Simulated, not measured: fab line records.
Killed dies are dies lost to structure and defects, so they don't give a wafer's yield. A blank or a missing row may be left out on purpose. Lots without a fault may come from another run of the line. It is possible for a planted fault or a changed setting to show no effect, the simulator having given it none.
fab line records / flow n5Finfet
record lots=3 wafers=9 lastDay=15
route steps=1938 shown BEOL_M13@1693 BEOL_M14@1716 PASSIVATION@1936
lots that met no fault: from a run of the same line without faults
startH: the number of hours between the record's first day and the start of the first shown wafer of the lot / waitH: hours since the lot's step before / " repeats the value in the row above / L1.1+2: a row that stands for several wafers / - no value, or no start given / * or withheld: withheld / < > ~ a bound
route shown NAME@n: a module of which the file shows steps, and the number in the route of the first / usual: mean and standard deviation over wafers with no fault / same: alike in all rows / chamber/n: place in a boat / sites: the reading at each site / _std_site: their standard deviation / _edge_site: the outer-site mean with the inner-site mean subtracted / radiusMm: how far each site lies from the wafer's centre / mask NAME#n: copy n / behind: the tool/chamber that last shaped the wafer / hold: why the lot went on hold/how many hours it stayed there/how the hold came to an end / device: whichever transistor did not switch (one of n, p or np) / end of line: tests of these same wafers at the route's end / where a step has no rows: the recipe by itself / killed: count of dies lost to structure and defects at first sort (not the wafer's yield) / map: per-die view of a wafer (x killed, . not killed, _ where there is no die)
set.NAME: the setting the step ran with; set.NAME@STEP: the setting that earlier step ran with / model.NAME: the simulator's own value behind a step, which no gauge read
lots seen at some steps along the route; tables by step, rows by wafer
## steps
# step N5_BEOL_M13_ETCH_67
# recipe chemistry=CF4 target=SiARC targetDepthA=1430 timeS=238.3 ionEnergyEv=80 pressureMtorr=40 sourceW=545 biasW=36 Ar_flow_sccm=100 cf4FlowSccm=100 ends=cleared
# step N5_BEOL_M13_ETCH_68
# recipe chemistry=N2/H2 target=SOC maskMaterial=SiARC sourceW=3000 biasW=350 tempC=40 timeS=355 ionEnergyEv=200 pressureMtorr=30 n2FlowSccm=200 h2FlowSccm=200
# step N5_BEOL_M13_STRIP_69
# recipe chemistry=N2/H2 tempC=40 n2FlowSccm=200 h2FlowSccm=200 rfFrequencyHz=6e+07
# step N5_BEOL_M13_TRENCH_ETCH_34
# recipe chemistry=C4F8/O2/Ar target=SiOC targetDepthA=4134.7 maskMaterial=SOC pressureMtorr=30 sourceW=3000 biasW=700 Ar_flow_sccm=400 C4F8_flow_sccm=15 O2_flow_sccm=8 heInnerTorr=15 heOuterTorr=30 timeS=162.6 ionEnergyEv=250
# step N5_BEOL_M13_STRIP_70
# recipe chemistry=C4F8/O2/Ar resist=SiARC rfFrequencyHz=6e+07
# step N5_BEOL_M13_STRIP_37
# recipe chemistry=N2/H2 powerW=1000 tempC=250 h2Frac=0.65 overashFraction=0.3 pressureMtorr=withheld n2FlowSccm=1750 h2FlowSccm=3250
# step N5_BEOL_M13_ETCH_38
# recipe chemistry=CF4/N2 target=SiCN targetDepthA=675 taperDeg=2 timeS=71.9 ionEnergyEv=150 maskMaterial=SiO2 pressureMtorr=40 sourceW=430 biasW=70 Ar_flow_sccm=100 cf4FlowSccm=60 n2FlowSccm=60
# step N5_BEOL_M13_PRECLEAN_39
# recipe chemistry=residueRemover timeS=60 tempC=40
# step N5_BEOL_M13_SRD_40
# recipe timeS=30 tempC=23 rinseLiquid=diw dry=n2Spin spinRpm=1500 dryTimeS=30
# step N5_BEOL_M13_DEGAS_41
# recipe ambient=vacuum tempC=250 timeS=60
# step N5_BEOL_M13_PRE_CLEAN_42
# recipe gas=H2/He timeS=30 tempC=250
# step N5_BEOL_M13_SPUTTER_43
# recipe material=TaN targetThkA=150 tempC=50 biasV=168.6 powerW=15000 chamberPressurePa=0.12 timeS=24.19
# usual cathodeDcPowerW=15000/2.4 throttleValvePct=29.7/1
lot.wafer=L603.1 tool=pvdSputter-02 chamber=- startH=262.27 waitH=0.0 cathodeDcPowerW=15002 throttleValvePct=30.5
lot.wafer=L603.2 tool=pvdSputter-02 chamber=- startH=262.27 waitH=0.0 cathodeDcPowerW=15000 throttleValvePct=29.8
lot.wafer=L603.5 tool=pvdSputter-02 chamber=- startH=262.27 waitH=0.0 cathodeDcPowerW=15000 throttleValvePct=30.0
lot.wafer=L613.1 tool=pvdSputter-02 chamber=- startH=300.20 waitH=0.0 cathodeDcPowerW=15000 throttleValvePct=30.3
lot.wafer=L613.3 tool=pvdSputter-02 chamber=- startH=300.20 waitH=0.0 cathodeDcPowerW=15000 throttleValvePct=28.8
lot.wafer=L613.5 tool=pvdSputter-02 chamber=- startH=300.20 waitH=0.0 cathodeDcPowerW=14998 throttleValvePct=30.0
lot.wafer=L615.3 tool=pvdSputter-03 chamber=- startH=323.58 waitH=0.0 cathodeDcPowerW=15001 throttleValvePct=29.6
lot.wafer=L615.4 tool=pvdSputter-03 chamber=- startH=323.58 waitH=0.0 cathodeDcPowerW=14997 throttleValvePct=28.1
lot.wafer=L615.5 tool=pvdSputter-03 chamber=- startH=323.58 waitH=0.0 cathodeDcPowerW=15000 throttleValvePct=29.9
# step N5_BEOL_M13_SPUTTER_44
# recipe material=Ta targetThkA=100 tempC=50 biasV=80 powerW=15000 chamberPressurePa=0.07 timeS=16.13
# step N5_BEOL_M13_SPUTTER_45
# recipe material=Cu targetThkA=800 tempC=-20 biasV=60 powerW=26000 chamberPressurePa=0.13 timeS=13.33
# step N5_BEOL_M13_ECD_47
# recipe material=Cu targetThkA=9360
# step N5_BEOL_M13_ANNEAL_48
# recipe tempC=225 timeS=90 ambient=N2
# step N5_BEOL_M13_CMP_49
# recipe stopOn=SiOC tOverpolishS=17.1 downForcePsi=1 platenRpm=50 clearingPlatenDownForcePsi=1.5 clearingPlatenRpm=50 postCmpClean=cuAlkaline targetThkNm=420 clearingPlatenPadVelocityMS=0.99484 padVelocityMS=0.99484
# step N5_BEOL_M13_PRE_CLEAN_52
# recipe gas=NH3 timeS=15 tempC=withheld rfPowerW=300
# step N5_BEOL_M13_DEP_53
# recipe material=SiCN targetThkA=500 tempC=withheld precursor=3MS/NH3 pressureTorr=3 rfW=675 timeS=17.8
# step N5_BEOL_M14_ILD_DEP_00
# recipe material=SiO2 targetThkA=11193 tempC=400 precursor=TEOS/O2 pressureTorr=6.5 rfW=900 teosFlowSccm=161.4 gas=O2 flowSccm=2650 timeS=237.4
# step N5_BEOL_M14_COAT_58
# recipe resist=BARC tempC=205 timeS=60 spinRpm=1500 resistThkNm=89
# step N5_BEOL_M14_COAT_04
# recipe spinRpm=1704 resistThkNm=800
# step N5_BEOL_M14_EBR_06
# recipe solvent=PGMEA ebrWidthMm=1.5
# step N5_BEOL_M14_SOFTBAKE_05
# recipe tempC=130 timeS=60
# step N5_BEOL_M14_EXPOSE_07
# recipe maskId=V13 na=0.8 sourceShape=annular sigmaInner=0.5 sigmaOuter=0.8 polarization=unpolarized attpsmPhaseDeg=180 doseMj=57
# step N5_BEOL_M14_PEB_08
# recipe pebTempC=130 pebTimeS=90
# step N5_BEOL_M14_DEVELOP_09
# recipe developTimeS=45 rinseLiquid=diw dry=airSpin devTempC=21
# step N5_BEOL_M14_HARDBAKE_14
# recipe tempC=130 timeS=120
# step N5_BEOL_M14_DESCUM_15
# recipe chemistry=O2 timeS=7.9 sourcePowerW=50 biasPowerW=20 pressureMtorr=20 rfFrequencyHz=2.712e+07 tempC=40 o2FlowSccm=225
# step N5_BEOL_M14_ETCH_59
# recipe chemistry=N2/H2 target=BARC targetDepthA=890 overetchA=267 timeS=67.9 ionEnergyEv=200 pressureMtorr=30 sourceW=840 biasW=150 n2FlowSccm=200 h2FlowSccm=200
# step N5_BEOL_M14_VIA_ETCH_16
# recipe chemistry=C4F8/O2/Ar target=SiO2 heInnerTorr=15 heOuterTorr=30 targetDepthA=12313 timeS=withheld ionEnergyEv=800 pressureMtorr=20 sourceW=1905 biasW=2040 Ar_flow_sccm=400 C4F8_flow_sccm=16 O2_flow_sccm=12 ends=cleared
# step N5_BEOL_M14_STRIP_63
# recipe chemistry=O2 powerW=600 tempC=60 pressureMtorr=30 rfFrequencyHz=6e+07 biasPowerW=0 overashFraction=0.3 o2FlowSccm=225
# step N5_BEOL_M14_STRIP_64
# recipe chemistry=O2 powerW=600 tempC=60 pressureMtorr=30 rfFrequencyHz=6e+07 biasPowerW=0 overashFraction=0.3 o2FlowSccm=225
# step N5_BEOL_M14_STRIP_71
# recipe chemistry=postEtchResidueRemover timeS=60 tempC=25 removerPh=withheld removerWaterWtPct=withheld removerFluorideWtPct=withheld
# step N5_PASSIVATION_PROBE_49
# usual defectLimitedYield=91.7/1.5 killed_at_M0_to_M3=32/9.6 killed_at_M4_up=13/5.3 killedAtContacts=12/6.8 killedAtFrontEnd=36/9.8 killedAtOther=4/3.1 killedDies=98/17 killedOnRim=13/4 killedOpen=65/13 killedShort=32/8.5 sort_bin_5_function=4.9/0.93 sort_bin_6_memory=3.2/0.67 sortNPass=1082/17 sortYieldPct=91.7/1.4
# same grossDies=1180 killedAtBackSide=0 sort_bin_4_leakage[%]=0 sort_bin_8_speed[%]=0
lot.wafer=L603.1 tool=prober-02 chamber=- startH=288.27 waitH=0.0 defectLimitedYield[%]=91.9 killed_at_M0_to_M3=50 killed_at_M4_up=5 killedAtContacts=5 killedAtFrontEnd=31 killedAtOther=4 killedDies=95 killedOnRim=11 killedOpen=54 killedShort=41 sort_bin_5_function[%]=4.7 sort_bin_6_memory[%]=3.0 sortNPass=1085 sortYieldPct[%]=91.9
lot.wafer=L603.2 tool=prober-02 chamber=- startH=288.32 waitH=0.1 defectLimitedYield[%]=92.0 killed_at_M0_to_M3=40 killed_at_M4_up=7 killedAtContacts=6 killedAtFrontEnd=37 killedAtOther=4 killedDies=94 killedOnRim=13 killedOpen=63 killedShort=30 sort_bin_5_function[%]=4.5 sort_bin_6_memory[%]=3.2 sortNPass=1086 sortYieldPct[%]=92.0
lot.wafer=L603.5 tool=prober-02 chamber=- startH=288.47 waitH=0.2 defectLimitedYield[%]=93.6 killed_at_M0_to_M3=41 killed_at_M4_up=11 killedAtContacts=4 killedAtFrontEnd=17 killedAtOther=3 killedDies=76 killedOnRim=6 killedOpen=48 killedShort=28 sort_bin_5_function[%]=4.2 sort_bin_6_memory[%]=1.9 sortNPass=1104 sortYieldPct[%]=93.6
lot.wafer=L613.1 tool=prober-02 chamber=- startH=329.85 waitH=0.0 defectLimitedYield[%]=83.6 killed_at_M0_to_M3=37 killed_at_M4_up=127 killedAtContacts=6 killedAtFrontEnd=22 killedAtOther=2 killedDies=194 killedOnRim=27 killedOpen=54 killedShort=28 sort_bin_5_function[%]=11.3 sort_bin_6_memory[%]=3.1 sortNPass=986 sortYieldPct[%]=83.6
lot.wafer=L613.3 tool=prober-02 chamber=- startH=329.95 waitH=0.1 defectLimitedYield[%]=92.0 killed_at_M0_to_M3=42 killed_at_M4_up=9 killedAtContacts=15 killedAtFrontEnd=28 killedAtOther=0 killedDies=94 killedOnRim=10 killedOpen=63 killedShort=31 sort_bin_5_function[%]=4.7 sort_bin_6_memory[%]=3.1 sortNPass=1086 sortYieldPct[%]=92.0
lot.wafer=L613.5 tool=prober-02 chamber=- startH=330.05 waitH=0.2 defectLimitedYield[%]=90.7 killed_at_M0_to_M3=50 killed_at_M4_up=11 killedAtContacts=12 killedAtFrontEnd=36 killedAtOther=1 killedDies=110 killedOnRim=13 killedOpen=84 killedShort=26 sort_bin_5_function[%]=4.7 sort_bin_6_memory[%]=4.4 sortNPass=1070 sortYieldPct[%]=90.7
lot.wafer=L615.3 tool=prober-02 chamber=- startH=351.48 waitH=0.1 defectLimitedYield[%]=90.5 killed_at_M0_to_M3=45 killed_at_M4_up=18 killedAtContacts=4 killedAtFrontEnd=42 killedAtOther=3 killedDies=112 killedOnRim=13 killedOpen=69 killedShort=42 sort_bin_5_function[%]=6.0 sort_bin_6_memory[%]=2.9 sortNPass=1068 sortYieldPct[%]=90.5
lot.wafer=L615.4 tool=prober-02 chamber=- startH=351.53 waitH=0.2 defectLimitedYield[%]=92.1 killed_at_M0_to_M3=39 killed_at_M4_up=18 killedAtContacts=5 killedAtFrontEnd=29 killedAtOther=2 killedDies=93 killedOnRim=10 killedOpen=65 killedShort=24 sort_bin_5_function[%]=5.1 sort_bin_6_memory[%]=2.6 sortNPass=1087 sortYieldPct[%]=92.1
lot.wafer=L615.5 tool=prober-02 chamber=- startH=351.58 waitH=0.2 defectLimitedYield[%]=90.0 killed_at_M0_to_M3=43 killed_at_M4_up=22 killedAtContacts=6 killedAtFrontEnd=39 killedAtOther=8 killedDies=118 killedOnRim=16 killedOpen=75 killedShort=41 sort_bin_5_function[%]=5.7 sort_bin_6_memory[%]=3.8 sortNPass=1062 sortYieldPct[%]=90.0
# killed by level:class
L603.1 BEOL_M3:geometricParticle:open=14 BEOL_M0_SAQP:geometricParticle:short=10 BEOL_M3:geometricParticle:short=7 BEOL_M0_SAQP:geometricParticle:open=6 FIN_SAQP:geometricParticle:short=5 FIN_SAQP:geometricParticle:open=5 GATE_CUT:geometricParticle:short=5 BEOL_M2:geometricParticle:open=5
L603.2 BEOL_M0_SAQP:geometricParticle:open=12 FIN_SAQP:geometricParticle:open=9 BEOL_M0_SAQP:geometricParticle:short=7 MOL_CONTACT_COAG:geometricParticle:open=6 FIN_SAQP:geometricParticle:short=5 DUMMY_GATE:geometricParticle:open=5 GATE_CUT:geometricParticle:short=5 BEOL_M1:geometricParticle:open=5
L603.5 BEOL_M0_SAQP:geometricParticle:open=8 BEOL_M3:geometricParticle:open=8 BEOL_M0_SAQP:geometricParticle:short=6 BEOL_M3:geometricParticle:short=6 BEOL_M4:geometricParticle:open=5 MOL_CONTACT_COAG:geometricParticle:open=4 BEOL_M0:geometricParticle:short=4 FIN_SAQP:geometricParticle:open=3
L613.1 BEOL_M13:unspecified=112 BEOL_M0_SAQP:geometricParticle:short=13 BEOL_M0_SAQP:geometricParticle:open=9 STI_FIN_REVEAL:geometricParticle:open=6 BEOL_M3:geometricParticle:open=6 BEOL_M4:geometricParticle:open=6 MOL_CONTACT_COAG:geometricParticle:open=5 FIN_SAQP:geometricParticle:open=4
L613.3 MOL_CONTACT_COAG:geometricParticle:open=14 BEOL_M0_SAQP:geometricParticle:short=12 BEOL_M0_SAQP:geometricParticle:open=9 STI_FIN_REVEAL:geometricParticle:open=8 BEOL_M4:geometricParticle:open=8 BEOL_M3:geometricParticle:open=7 BEOL_M1:geometricParticle:open=6 BEOL_M3:geometricParticle:short=6
L613.5 STI_FIN_REVEAL:geometricParticle:open=14 BEOL_M3:geometricParticle:open=12 MOL_CONTACT_COAG:geometricParticle:open=11 BEOL_M0_SAQP:geometricParticle:short=10 BEOL_M0:geometricParticle:open=9 FIN_SAQP:geometricParticle:open=7 BEOL_M0_SAQP:geometricParticle:open=7 FIN_SAQP:geometricParticle:short=6
L615.3 BEOL_M0_SAQP:geometricParticle:open=15 BEOL_M0_SAQP:geometricParticle:short=13 STI_FIN_REVEAL:geometricParticle:open=12 FIN_SAQP:geometricParticle:short=10 FIN_SAQP:geometricParticle:open=6 BEOL_M1:geometricParticle:open=6 BEOL_M4:geometricParticle:open=6 BEOL_M8:geometricParticle:open=6
L615.4 BEOL_M0_SAQP:geometricParticle:open=12 FIN_SAQP:geometricParticle:open=11 BEOL_M4:geometricParticle:open=10 FIN_SAQP:geometricParticle:short=9 BEOL_M0_SAQP:geometricParticle:short=6 BEOL_M3:geometricParticle:open=6 MOL_CONTACT_COAG:geometricParticle:open=5 BEOL_M2:geometricParticle:open=5
L615.5 STI_FIN_REVEAL:geometricParticle:open=15 BEOL_M0_SAQP:geometricParticle:short=10 BEOL_M4:geometricParticle:open=8 BEOL_M2:geometricParticle:open=6 BEOL_M0_SAQP:geometricParticle:open=6 BEOL_M1:geometricParticle:open=6 BEOL_M3:geometricParticle:open=6 FIN_SAQP:geometricParticle:short=5
# map L613.1 (x killed, . not)
_________________..........x.________________
______________...x.x............_____________
___________..x..............xx....x__________
__________........x................._________
________xx.................x...x..x..._______
_______..................x.............______
______......x.xx..................x....._____
_____............x...................x...____
____.x......................xx............___
___........................................__
___...x..x.................................__
__................x......x.................._
__..............x..............x...x........_
_.............x..............................
_........x...................................
_......x......x...............xx.....x.x.x...
_x..x.....x............................x.....
_...................x......x.........x.......
_.x.x.x...................x..x...x...........
_..........x.................................
_......xx.......x............................
__.x...................x..x.....x........x.._
__..........x.............x............x...._
___...x.....x......xx......................__
___.........x.x.xxxxx..x.x.x........xx.....__
____........x.xxxxxx..x.x...........x.....___
_____......x.xxxxxxxxxxx..xx...x.........____
______.....xxxxxxxxxxxxxx..............x_____
_______.x.x.xxxxxxxxxxxx....x..........______
________.xx.xxxxxxxxxxxxxx...x....x..._______
__________x.xxxxxxxxxxxx.x.........._________
___________xxxxxxxxxxxx.x..........__________
______________xxx..xxxx........._____________
_________________xxxxxx....x.________________
# map L603.1 (x killed, . not)
_________________............________________
______________.....x........x..._____________
___________..x.....................__________
__________........................x._________
________......x............x...x.x...._______
_______......x......................x..______
______.........x............x..........._____
_____.....x...................x..........____
____............x.xx......................___
___...........x......x........x............__
___.........x...................x......x...__
__.................................x........_
__................................x..x...x.._
_......x............x..x.x.....x.............
_......x.x.x................x.x......x.......
_.........x...........x.x.....x...x........x.
_...........x..x............................x
_...............x......x....x................
_.......................................x..x.
_..........x...........x.....x...........x...
_x...........................................
__..................................x......._
__................................x.....x.x._
___........xx.............x........x.......__
___.......x.x....................x.........__
____................x.x.....x.............___
_____xx.....xx.........x.........x.x.....____
______.................x.x.x............_____
_______........x................x......______
________x...................x.....x..._______
__________...x...xx...x............._________
___________...........x..x.........__________
______________..........x...x..._____________
_________________...x........________________
## key
firstSign step=N5_PASSIVATION_PROBE_49 reading=killed_at_M4_up direction=up sigmas=22 usual=13 struck=127
effect step=N5_PASSIVATION_PROBE_49 reading=killedDies direction=up sigmas=5.6 usual=98 struck=194
moreKillsBornAt N5_BEOL_M13_SPUTTER_43@pvdSputter-02=112
metAt N5_BEOL_M13_SPUTTER_43
struckWafers L613.1
onsetBetween 262.27 300.20
fault kind=chamberParticleSource tool=pvdSputter-02 chamber=- onsetH=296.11 steps=N5_BEOL_M13_SPUTTER_43 ratePerVisitCm2=0.83502 endH=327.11 scope=struckWafersOnly
